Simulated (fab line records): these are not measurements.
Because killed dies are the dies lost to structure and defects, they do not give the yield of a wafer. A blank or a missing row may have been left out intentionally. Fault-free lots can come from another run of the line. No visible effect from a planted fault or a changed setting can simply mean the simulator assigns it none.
2 desks, one fault / flow n5-finfet / what lay behind the numbers comes last; until then each desk has only its own

== FROM THE METROLOGY DESK ==
What the gauges read for every lot (on any tool): the sampled wafers with a number, averaged. A lot is out of limits, marked OUT, if its mean lies more than 4 standard deviations from the usual mean; the brackets give that distance.
Columns: A = cd-nm at N5_BEOL_M6_CD_MEAS_28, usual 39.98 nm; B = cd-nm at N5_BEOL_M6_CD_MEAS_35, usual 40.0 nm
lot=L158; first seen here=day 9 12:08; A=39.95; B=40.0
lot=L160; first seen here=day 9 21:17; A=39.85; B=40.8
lot=L161; first seen here=day 10 03:17; A=39.57; B=40.2
lot=L163; first seen here=day 10 17:15; A=40.14; B=40.6
lot=L168; first seen here=day 11 04:02; A=40.05; B=39.3
lot=L167; first seen here=day 11 23:32; A=39.52; B=40.0
lot=L171; first seen here=day 12 02:05; A=40.01; B=39.5
lot=L172; first seen here=day 12 16:12; A=40.24; B=41.5
lot=L173; first seen here=day 13 06:19; A=40.23; B=39.5
lot=L175; first seen here=day 13 18:44; A=39.89; B=39.7
lot=L180; first seen here=day 15 04:23; A=39.97; B=40.2
This desk's verdict: no lot among the 11 shows anything out of limits.

== AT THE TOOL OWNER'S DESK: rie-diel-01 ==
The tool's own readings at N5_BEOL_M6_ETCH_41 (etches SiCN in CH3F/O2, target depth 29.7 nm, time 52 s): means of the sampled wafers that have a number, for each lot that ran on this tool. A lot is out of limits, marked OUT, if its mean lies more than 4 standard deviations from the usual mean; the brackets give that distance.
Columns: A = drypump-motor-current-A at N5_BEOL_M6_ETCH_41, usual 5.6 A; B = oes-product-au at N5_BEOL_M6_ETCH_41, usual 0.80 a.u.; C = rf-vpp-V at N5_BEOL_M6_ETCH_41, usual 297.0 V; D = run-length-s at N5_BEOL_M6_ETCH_41, usual 75.3 s; E = showerhead-plenum-p-Torr at N5_BEOL_M6_ETCH_41, usual 1.99 Torr; F = throttle-valve-pct at N5_BEOL_M6_ETCH_41, usual 16.31 %
lot=L168; first seen here=day 11 04:47; A=5.5; B=0.84; C=296.8; D=75.2; E=1.97; F=16.15
lot=L167; first seen here=day 12 00:26; A=5.7; B=0.79; C=297.0; D=70.3 (-14) OUT; E=1.97; F=16.22
lot=L171; first seen here=day 12 02:30; A=5.7; B=0.79; C=296.9; D=70.3 (-14) OUT; E=1.97; F=16.20
lot=L173; first seen here=day 13 06:44; A=5.2; B=0.90; C=296.6; D=70.7 (-13) OUT; E=1.95; F=16.05
This desk's finding: out of limits on L167, L171, L173; first on L167, day 12 00:26 (run-length-s at N5_BEOL_M6_ETCH_41). In limits: L168.

== TAKEN TOGETHER ==
The tool owner's desk could have raised an alarm at day 12 00:26, on L167, L171, L173.
Metrology desk: nothing out of limits seen.
The metrology desk holds a record of L167, L171, L173, inside its limits.
All the named lots went through N5_BEOL_M6_ETCH_41 on rie-diel-01.

== WHAT THE SIMULATOR HAD PUT IN ==
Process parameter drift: rie-diel-01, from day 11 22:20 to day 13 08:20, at N5_BEOL_M6_ETCH_41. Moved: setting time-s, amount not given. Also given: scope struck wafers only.
Struck lots among those shown: L167, L171, L173.
Time in hours from fault onset to the first out-of-limits reading at each desk: the tool owner's desk, 2.
